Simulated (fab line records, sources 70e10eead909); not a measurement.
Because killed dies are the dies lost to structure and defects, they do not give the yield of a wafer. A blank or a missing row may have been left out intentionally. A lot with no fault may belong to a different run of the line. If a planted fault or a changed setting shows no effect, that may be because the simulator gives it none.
Comparing a struck lot with a sound one / flow nandHarc / 15 out of 1159 route steps
Sound: these wafers, L476.1, L476.5, L476.6. Wafers L471.1, L471.2, L471.5 were the ones struck. At the end, the cause is stated.
Order at every step that has rows: each side's tool, ch and its chambers, its first start. Under that, the readings that differ: sound wafers / struck wafers / difference of the means / sigmas: that difference in standard deviations of wafers without a fault.
alike: words and numbers the same on both sides, and readings whose means are apart by under 2 such deviations; not compared: readings that were withheld, readings missing a value for some wafer, numbers with overlapping values and no deviation given by the record, and bounds like >300 which may hide the same value.
The two part at a step that has a row with sigmas, a row that says differs or no value, or rows on one side only. When numbers do not overlap yet have no deviation, they are printed without sigmas and do not part them. Lack of a reading on every wafer of one side parts them only where that side has two or more wafers.

first, 8 steps without rows for these wafers: NHARC_A_BONDPAD_HMDS_02 (time 30 s); NHARC_A_BONDPAD_COAT_33 (time 65 s); NHARC_A_BONDPAD_COAT_03 (resist thk 600 nm); NHARC_A_BONDPAD_SOFTBAKE_04 (time 70 s); NHARC_A_BONDPAD_EBR_05; NHARC_A_BONDPAD_EXPOSE_06 (exposes mask A BPAD); NHARC_A_BONDPAD_PEB_07 (peb time 80 s); NHARC_A_BONDPAD_DEVELOP_08 (time 50 s).
NHARC_A_BONDPAD_CD_MEAS_09: the cd target is 500 nm.
  sound on cdSem-03 ch 0, day 22 21:05; struck on cdSem-03 ch 0, day 21 11:49
reading=cdNm (nm); sound=493.8 491.2 494.6; struck=500.5 496.4 498.6; difference=+5.3; sigmas=+2
NHARC_A_BONDPAD_OVL_MEAS_35:
  sound on overlay-01, day 22 21:10; struck on overlay-02, day 21 11:55
  alike: overlayXNm, overlayYNm
then, 1 step without rows for these wafers: NHARC_A_BONDPAD_HARDBAKE_10 (time 65 s).
NHARC_A_BONDPAD_DESCUM_11: chemistry O2, time 3 s.
  sound on rieDiel-02 ch 2,3, day 22 21:18; struck on rieDiel-02 ch 2,3, day 21 12:02
  alike: chamberPressureMTorr, drypumpMotorCurrentA, oesProductAu, rfVppV, showerheadPlenumPTorr, throttleValvePct
  not compared: rfHoursCounterH
NHARC_A_BONDPAD_ETCH_34: etches the open film in N2/H2, target depth 60 nm, overetch 18 nm, time 65.91 s.
  sound on rieDiel-02 ch 0,2,3, day 22 21:24; struck on rieDiel-02 ch 0,2,3, day 21 12:07
  no value came back on the struck wafers for any of 7 readings (biasW (W), chamberPressureMTorr (mTorr) and others); on the sound wafers biasW (W) reads 149.7 150.6 150.4
  not compared: rfHoursCounterH
NHARC_A_BONDPAD_ETCH_12: etches the open film in CHF3/O2, target depth 220 nm, time 110 s.
  sound on rieDiel-02 ch 2,3; struck on rieDiel-02 ch 0,3, day 21 12:13
  alike: biasW, chamberPressureMTorr, drypumpMotorCurrentA, oesProductAu, rfVppV, showerheadPlenumPTorr, throttleValvePct
  not compared: rfHoursCounterH
NHARC_END_SORT_01:
  here the record holds rows for the struck wafers (prober-02 ch 0, day 22 20:29) but none for the sound ones

WHERE THEY PART
Last at NHARC_END_SORT_01 as far as this record goes, first at NHARC_A_BONDPAD_CD_MEAS_09.

WHY: what had been put in by the simulator
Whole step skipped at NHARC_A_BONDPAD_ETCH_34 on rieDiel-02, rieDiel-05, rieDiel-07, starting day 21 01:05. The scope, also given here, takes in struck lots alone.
